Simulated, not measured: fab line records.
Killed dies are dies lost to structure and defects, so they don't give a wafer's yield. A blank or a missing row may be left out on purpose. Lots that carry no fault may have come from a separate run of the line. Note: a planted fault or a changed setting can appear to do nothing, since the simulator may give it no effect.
Chamber matching + flow nandHarc + rieDiel-09 running NHARC_A_CHANNEL_HOLE_D1_ETCH_44: 4 sister chambers
The step etches the open film in CF4/O2, target depth 140 nm, overetch 14 nm, time 77 s. 14 wafers are shown with their chamber, then 7 later ones without.

WAFERS, EACH WITH ITS CHAMBER
| wafer  | chamber | drypumpMotorCurrentA (A) | rfVppV (V) | oesProductAu (a.u.) |
|--------|---------|--------------------------|------------|---------------------|
| L077.1 | 2       | 5.8                      | 196.3      | 0.992               |
| L077.2 | 0       | 5.2                      | 199.3      | 0.999               |
| L077.6 | 1       | 5.7                      | 198.4      | 0.994               |
| L075.4 | 1       | 5.7                      | 199.6      | 0.987               |
| L075.5 | 3       | 5.7                      | 196.5      | 0.992               |
| L075.6 | 0       | 5.2                      | 199.9      | 1.002               |
| L080.3 | 1       | 5.7                      | 199.0      | 0.989               |
| L080.5 | 2       | 5.8                      | 197.6      | 0.979               |
| L080.6 | 3       | 5.6                      | 196.8      | 0.996               |
| L084.1 | 3       | 5.6                      | 195.8      | 1.000               |
| L084.2 | 0       | 5.2                      | 200.6      | 1.004               |
| L084.3 | 2       | 5.7                      | 197.4      | 0.990               |
| L092.2 | 1       | 5.7                      | 199.3      | 0.992               |
| L092.3 | 2       | 5.8                      | 197.1      | 0.988               |

SIGNATURES (averages over the wafers above)
| reading              | chamber 0 | chamber 1 | chamber 2 | chamber 3 | scatter within a chamber |
|----------------------|-----------|-----------|-----------|-----------|--------------------------|
| drypumpMotorCurrentA | 5.200     | 5.700     | 5.775     | 5.633     | 0.0376                   |
| rfVppV               | 199.933   | 199.075   | 197.100   | 196.367   | 0.56                     |
| oesProductAu         | 1.00167   | 0.99050   | 0.98725   | 0.99600   | 0.00415                  |
Rule: a wafer lies at a distance from a chamber equal to the root of the sum of squares, over the readings, of (its reading less the chamber's mean, divided by the reading's scatter). The wafer belongs to the nearest chamber; if the next one is less than 2 further off, it can't be placed. The scatter is the square root of a quotient: the sum, over the shown wafers, of each reading's squared deviation from its chamber's mean, divided by wafers minus chambers.

WAFERS WITHOUT THEIR CHAMBER
| wafer  | drypumpMotorCurrentA (A) | rfVppV (V) | oesProductAu (a.u.) |
|--------|--------------------------|------------|---------------------|
| L092.4 | 5.6                      | 198.7      | 0.987               |
| L093.1 | 5.6                      | 197.4      | 1.001               |
| L093.3 | 5.7                      | 199.1      | 0.992               |
| L093.6 | 5.7                      | 199.6      | 0.980               |
| L097.2 | 5.6                      | 197.8      | 0.999               |
| L097.4 | 5.7                      | 199.6      | 0.992               |
| L097.5 | 5.6                      | 197.6      | 1.003               |

CHAMBER TAKEN BY EACH
| wafer  | from the rows above     | in truth |
|--------|-------------------------|----------|
| L092.4 | can't be placed: 1 or 3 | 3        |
| L093.1 | 3                       | 3        |
| L093.3 | 1                       | 1        |
| L093.6 | 1                       | 1        |
| L097.2 | can't be placed: 3 or 1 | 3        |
| L097.4 | 1                       | 1        |
| L097.5 | can't be placed: 3 or 1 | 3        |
4 of 7 placed correctly. Not placeable from these rows: 3 (in 3, the candidates include the true chamber). Number placed wrongly: 0.
